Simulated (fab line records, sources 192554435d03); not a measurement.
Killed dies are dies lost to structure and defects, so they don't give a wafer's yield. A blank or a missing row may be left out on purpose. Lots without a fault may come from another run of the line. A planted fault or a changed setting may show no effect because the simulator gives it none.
Chamber matching | flow n5_finfet | N5_BEOL_M10_DESCUM_16 on rie_diel-05: 4 sister chambers
The step chemistry O2, time 7.9 s. 16 wafers are shown with their chamber, then 8 later ones without.

WAFERS WITH THEIR CHAMBER
wafer  | chamber | drypump_motor_current_A (A) | throttle_valve_pct (%) | oes_product_au (a.u.)
L666.2 | 1       | 6.1                         | 20.61                  | 0.69
L666.3 | 2       | 5.9                         | 20.33                  | 0.72
L666.6 | 3       | 6.1                         | 20.62                  | 0.69
L667.1 | 2       | 5.9                         | 20.34                  | 0.70
L667.2 | 0       | 5.5                         | 20.50                  | 0.74
L667.4 | 1       | 6.0                         | 20.62                  | 0.67
L670.2 | 3       | 6.1                         | 20.62                  | 0.68
L670.4 | 2       | 5.9                         | 20.34                  | 0.72
L670.5 | 1       | 6.0                         | 20.63                  | 0.68
L669.1 | 0       | 5.5                         | 20.52                  | 0.73
L669.4 | 2       | 5.9                         | 20.36                  | 0.71
L669.5 | 1       | 6.1                         | 20.62                  | 0.67
L676.1 | 3       | 6.1                         | 20.64                  | 0.68
L676.3 | 0       | 5.6                         | 20.51                  | 0.72
L676.5 | 1       | 6.1                         | 20.64                  | 0.66
L680.3 | 0       | 5.6                         | 20.56                  | 0.72

SIGNATURES (means of the wafers above)
reading                 | chamber 0 | chamber 1 | chamber 2 | chamber 3 | scatter within a chamber
drypump_motor_current_A | 5.550     | 6.060     | 5.900     | 6.100     | 0.0428
throttle_valve_pct      | 20.5225   | 20.6240   | 20.3425   | 20.6267   | 0.0167
oes_product_au          | 0.7275    | 0.6740    | 0.7125    | 0.6833    | 0.00973
Rule: a wafer's distance from a chamber is the root of the sum, over the readings, of the square of ((its reading less the chamber's mean) divided by the reading's scatter). The wafer belongs to the nearest chamber; if the next one is less than 2 further off, it can't be placed. The scatter: the root of (the sum of the squares of (reading less its chamber's mean) over the shown wafers, divided by (wafers less chambers)).

WAFERS WITHOUT THEIR CHAMBER
wafer  | drypump_motor_current_A (A) | throttle_valve_pct (%) | oes_product_au (a.u.)
L680.4 | 6.1                         | 20.64                  | 0.67
L680.5 | 6.1                         | 20.66                  | 0.67
L685.3 | 6.1                         | 20.41                  | 0.94
L685.4 | 5.9                         | 19.88                  | 0.90
L685.5 | 5.5                         | 20.57                  | 0.70
L683.1 | 5.9                         | 19.89                  | 0.90
L683.4 | 6.0                         | 20.41                  | 0.91
L683.6 | 5.6                         | 20.57                  | 0.71

WHICH CHAMBER EACH WENT THROUGH
wafer  | from the rows above     | in truth
L680.4 | can't be placed: 1 or 3 | 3
L680.5 | can't be placed: 1 or 3 | 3
L685.3 | 2                       | 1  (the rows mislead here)
L685.4 | 2                       | 2
L685.5 | 0                       | 0
L683.1 | 2                       | 2
L683.4 | can't be placed: 2 or 0 | 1
L683.6 | 0                       | 0
Placed correctly: 4 of 8. Can't be placed from these rows: 3 (the true chamber is among the candidates in 2). Placed wrongly: 1.
